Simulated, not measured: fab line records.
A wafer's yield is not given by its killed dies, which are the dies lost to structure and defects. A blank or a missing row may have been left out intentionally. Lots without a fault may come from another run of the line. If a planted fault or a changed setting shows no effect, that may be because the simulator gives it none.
Which of the tools did it? ; flow n5 finfet ; Sampling: 10 lots, 29 wafers, 5 of 1938 route steps

== WHAT THE GAUGES READ, wafer by wafer ==
N5_BEOL_M3_CD_MEAS_11 targets a cd of 17.05 nm.
lot;measured;on;cd nm (nm)
L878;day 7 13:47;cd sem-01;17.17 17.43 16.91
L881;day 8 06:55;cd sem-03;16.97 16.91 17.15
L882;day 8 08:35;cd sem-03;15.20 15.65 15.46
L883;day 8 18:02;cd sem-03;15.84 15.79 15.96
L884;day 9 03:10;cd sem-02;16.79 16.89 17.04
L886;day 9 10:18;cd sem-02;16.95 17.36 16.97
L889;day 10 12:14;cd sem-03;17.03 17.15 17.07
L894;day 11 13:18;cd sem-02;17.01 17.16
L895;day 11 16:08;cd sem-01;16.63 17.40 16.99
L897;day 12 02:28;cd sem-03;16.86 17.27 17.20

== WHICH TOOL RAN EACH LOT (tool, then ch and the chambers of the sampled wafers, then the start) ==
lot;N5_BEOL_M2_ANNEAL_95;N5_BEOL_M2_DEP_57;N5_BEOL_M3_HM_DEP_02;N5_BEOL_M3_EXPOSE_08
L878;pvd sputter-01, day 7 11:04;pecvd-03 ch 0,1,2, day 7 12:11;pvd sputter-02, day 7 13:23;euv scanner-02 ch 0, day 7 13:40
L881;pvd sputter-03, day 8 03:02;pecvd-03 ch 1,2, day 8 04:09;pvd sputter-02, day 8 06:32;euv scanner-01 ch 0, day 8 06:47
L882;pvd sputter-01, day 8 06:14;pecvd-01 ch 1,2, day 8 07:37;pvd sputter-02, day 8 08:11;euv scanner-01 ch 0, day 8 08:28
L883;pvd sputter-03, day 8 15:59;pecvd-03 ch 0,1,2, day 8 17:07;pvd sputter-03, day 8 17:38;euv scanner-01 ch 0, day 8 17:54
L884;pvd sputter-02, day 9 00:14;pecvd-03 ch 0,1, day 9 01:22;pvd sputter-02, day 9 02:38;euv scanner-02 ch 0, day 9 03:02
L886;pvd sputter-01, day 9 08:09;pecvd-03 ch 0,1,2, day 9 09:16;pvd sputter-01, day 9 09:55;euv scanner-02 ch 0, day 9 10:11
L889;pvd sputter-02, day 10 08:58;pecvd-02 ch 1,2, day 10 10:05;pvd sputter-03, day 10 11:43;euv scanner-02 ch 0, day 10 12:06
L894;pvd sputter-03, day 11 11:07;pecvd-02 ch 0,1, day 11 12:15;pvd sputter-01, day 11 12:47;euv scanner-02 ch 0, day 11 13:10
L895;pvd sputter-02, day 11 12:18;pecvd-01 ch 0,1,2, day 11 13:27;pvd sputter-03, day 11 15:44;euv scanner-02 ch 0, day 11 16:01
L897;pvd sputter-01, day 12 00:01;pecvd-01 ch 0,1, day 12 01:14;pvd sputter-02, day 12 01:56;euv scanner-02 ch 0, day 12 02:20
- N5_BEOL_M2_ANNEAL_95: time 240 s.
- N5_BEOL_M2_DEP_57: deposits SiCN from 3MS/NH3, target thk 8 nm, time 14 s.
- N5_BEOL_M3_HM_DEP_02: deposits TiN, target thk 20 nm.
- N5_BEOL_M3_EXPOSE_08: exposes mask M3.

== THE ANSWER, worked out from the rows above alone ==
Rule: usual is defined by the lots themselves. Put in order of their means at a reading, lots are off if they are a third of the lots or fewer, leave a main group of 4 or more, and stand apart from it by a gap of 3 or more times the standard deviation of the main group's means; of several such gaps the widest counts. The tables above print the reading to a certain number of digits; a main group whose means all agree to those digits is not used. A lot without any number at a reading at which 4 lots or more have one is off too. Where the step has rows for the other lots, those lots are counted as sound.
Off: L882, L883 (N5_BEOL_M3_CD_MEAS_11, cd nm). The main group: mean 17.06 nm, standard deviation 0.076.
A tool fits if, at a process step before that reading, it ran every lot that is off, and no sound lot after the first of them. Those tools and the gauges at N5_BEOL_M3_CD_MEAS_11 are tried in the same way. One candidate fits, namely euv scanner-01 at N5_BEOL_M3_EXPOSE_08. Its last sound lot is L881 (day 8 06:47), its first lot that is off L882 (day 8 08:28): a fault that began between those two fits.

== WHAT THE SIMULATOR HAD INSERTED ==
Process parameter drift: euv scanner-01, from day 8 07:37 on, at N5_BEOL_M3_EXPOSE_08. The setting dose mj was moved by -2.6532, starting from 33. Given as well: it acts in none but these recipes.
Struck lots among those shown: L882, L883. Same finding as the rule above.
